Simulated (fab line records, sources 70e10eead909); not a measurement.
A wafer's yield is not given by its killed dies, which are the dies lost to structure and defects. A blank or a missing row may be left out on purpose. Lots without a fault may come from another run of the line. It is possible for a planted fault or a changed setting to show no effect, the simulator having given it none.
Which tool did it? -- flow nand_harc -- route of 1302 steps, sampled at 1 step: 6 lots, 18 wafers

## WHAT THE GAUGES SHOWED, per wafer
NHARC_A_CONTACT_CD_MEAS_15.
lot,measured,on,cd_nm (nm)
L910,day 23 19:00,cd_sem-01,190.4 190.4 190.5
L912,day 25 03:45,cd_sem-01,189.7 190.2 189.9
L911,day 27 19:43,cd_sem-02,188.6 190.4 189.5
L923,day 30 12:54,cd_sem-01,190.4 190.3 190.7
L925,day 30 19:23,cd_sem-01,188.3 189.2 188.6
L928,day 31 06:33,cd_sem-03,190.3 190.0 189.7

## WHICH TOOL RAN EACH LOT (tool, then ch and the chambers of the sampled wafers, then the start)
No process step before these readings appears in the record.

## THE ANSWER, worked out from the rows above alone
Rule: the lots themselves supply what counts as usual. The widest of any qualifying gaps counts: lots, ordered by their means at a reading, are off when they make up no more than a third of the lots, leave a main group of 4 or more, and stand apart from it by 3 or more times the standard deviation of that group's means. The tables above print the reading to a certain number of digits; a main group whose means all agree to those digits is not used. A lot without any number at a reading at which 4 lots or more have one is off too. Any other lot the step has rows for is counted as sound.
Nothing can be told from this: no lot is off at any reading shown.

## WHAT THE SIMULATOR HAD PUT IN
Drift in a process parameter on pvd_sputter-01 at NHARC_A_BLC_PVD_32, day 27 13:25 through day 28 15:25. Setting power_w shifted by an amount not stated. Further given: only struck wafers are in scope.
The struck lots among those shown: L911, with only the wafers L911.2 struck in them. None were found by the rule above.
